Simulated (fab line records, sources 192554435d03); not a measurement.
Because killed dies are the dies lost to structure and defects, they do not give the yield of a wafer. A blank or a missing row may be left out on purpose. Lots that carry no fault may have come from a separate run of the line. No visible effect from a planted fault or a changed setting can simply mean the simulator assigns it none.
Struck lot and sound lot, side by side    flow n5Finfet    15 out of 1938 route steps
Sound: wafers L953.1, L953.4, L953.5. Struck: wafers L965.3, L965.4 (left out: L965.6, a lot-mate that was not struck); the cause follows at the end.
Each step with rows lists, per side, the tool, then ch with its chambers, then its first start. Under that, the readings that differ: sound wafers    struck wafers    difference of the means    sigmas: that difference in standard deviations of wafers without a fault.
alike: words and numbers the same on both sides, and readings whose means are apart by under 2 such deviations; not compared: readings that were withheld, readings missing a value for some wafer, numbers with overlapping values and no deviation given by the record, and bounds like >300 which may hide the same value.
The two part at a step that has a row with sigmas, a row that says differs or no value, or rows on one side only. Numbers that have no deviation but don't overlap get no sigmas and don't part them. A reading missing from all wafers of one side parts the sides only when that side holds two or more wafers.

first, 5 steps without rows for these wafers: N5_BEOL_M1_EBR_24; N5_BEOL_M1_SOFTBAKE_23 (time 60 s); N5_BEOL_M1_EXPOSE_25 (exposes mask V0, defocus 5 nm, target cd 24 nm); N5_BEOL_M1_PEB_26 (peb time 60 s); N5_BEOL_M1_DEVELOP_27 (develop time 30 s).
N5_BEOL_M1_CD_MEAS_28: target cd y 23.3 nm.
  sound on cdSem-01 ch 0, day 7 11:06; struck on cdSem-02 ch 0, day 10 13:54
  alike: cdNm
N5_BEOL_M1_OVL_MEAS_29:
  sound on overlay-01 ch 0, day 7 11:08; struck on overlay-02 ch 0, day 10 13:56
  alike: V0_OVL
N5_BEOL_M1_INSPECT_30: inspects for defects (brightfield).
  sound on defectInspect-01, day 7 11:11; struck on defectInspect-02, day 10 13:59
  alike: rawDefectCount
N5_BEOL_M1_DESCUM_33: chemistry O2, time 7 s.
  sound on rieDiel-03 ch 0,1, day 7 11:14; struck on rieDiel-02 ch 0,2, day 10 14:01
  alike: drypumpMotorCurrentA, oesProductAu, rfVppV, showerheadPlenumPTorr, throttleValvePct
  not compared: rfHoursCounterH
N5_BEOL_M1_ETCH_77: etches underlayer in N2/H2, target depth 6.5 nm, time 5.2 s.
  sound on rieDiel-03 ch 0,1, day 7 11:16; struck on rieDiel-02 ch 0,2, day 10 14:04
  alike: drypumpMotorCurrentA, etchRfOnTimeS, oesProductAu, rfVppV, showerheadPlenumPTorr, throttleValvePct
  not compared: rfHoursCounterH
N5_BEOL_M1_ETCH_69: etches SiARC in CF4, target depth 15.6 nm, time 26 s.
  sound on rieDiel-03 ch 0,1, day 7 11:17; struck on rieDiel-02 ch 0,2, day 10 14:05
  alike: drypumpMotorCurrentA, etchRfOnTimeS, oesProductAu, rfVppV, showerheadPlenumPTorr, throttleValvePct
  not compared: rfHoursCounterH
N5_BEOL_M1_ALD_98: deposits SiO2, target thk 2.5 nm, pulse time 1 s, co reactant pulse time 1 s.
  sound on aldSin-02 ch 1,2,3, day 7 11:44; struck on aldSin-04 ch 3, day 10 14:10
  alike: heaterPowerW, precursorPulseHeightRel
  not compared: sinceWetCleanH
N5_BEOL_M1_ETCHBACK_99: etches SiO2 in CHF3, target depth 5 nm, time 10.4 s.
  sound on rieDiel-01 ch 0,1,3, day 7 12:27; struck on rieDiel-02 ch 1,3, day 10 14:25
reading                                      sound           struck     difference  sigmas
oesProductAu (a.u.)                          0.89 0.74 0.94  1.21 0.97  +0.23       +3
model.CAR-EUV_of_BEOL_M1_COAT_22.thkNm (nm)  10.4 10.6 10.6  10 10      -1          
  alike: drypumpMotorCurrentA, rfVppV, showerheadPlenumPTorr, throttleValvePct
  not compared: rfHoursCounterH
N5_BEOL_M1_ETCH_70: etches SOC in N2/H2, target depth 80 nm, overetch 16 nm, time 120 s.
  sound on rieDiel-01 ch 0,1,3, day 7 12:29; struck on rieDiel-02 ch 1,3, day 10 14:26
  alike: drypumpMotorCurrentA, oesProductAu, rfVppV, showerheadPlenumPTorr, throttleValvePct
  not compared: rfHoursCounterH
N5_BEOL_M4_RC_MEAS_101:
  sound on prober-02 ch 0, day 9 08:05; struck on prober-01 ch 0, day 12 03:58
  alike: DIBL_N, DIBL_P, IOFF_N, IOFF_P, ION_N, ION_P, SS_N, SS_P, VT_N, VT_P

WHERE THEY PART
Within this record, at N5_BEOL_M1_ETCHBACK_99 only. Later steps at which nothing parts them and some readings are alike: N5_BEOL_M1_ETCH_70, N5_BEOL_M4_RC_MEAS_101.

WHY: what the simulator had put in
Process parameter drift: rieDiel-02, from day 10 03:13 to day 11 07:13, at N5_BEOL_M1_ETCHBACK_99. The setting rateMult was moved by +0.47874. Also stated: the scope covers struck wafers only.
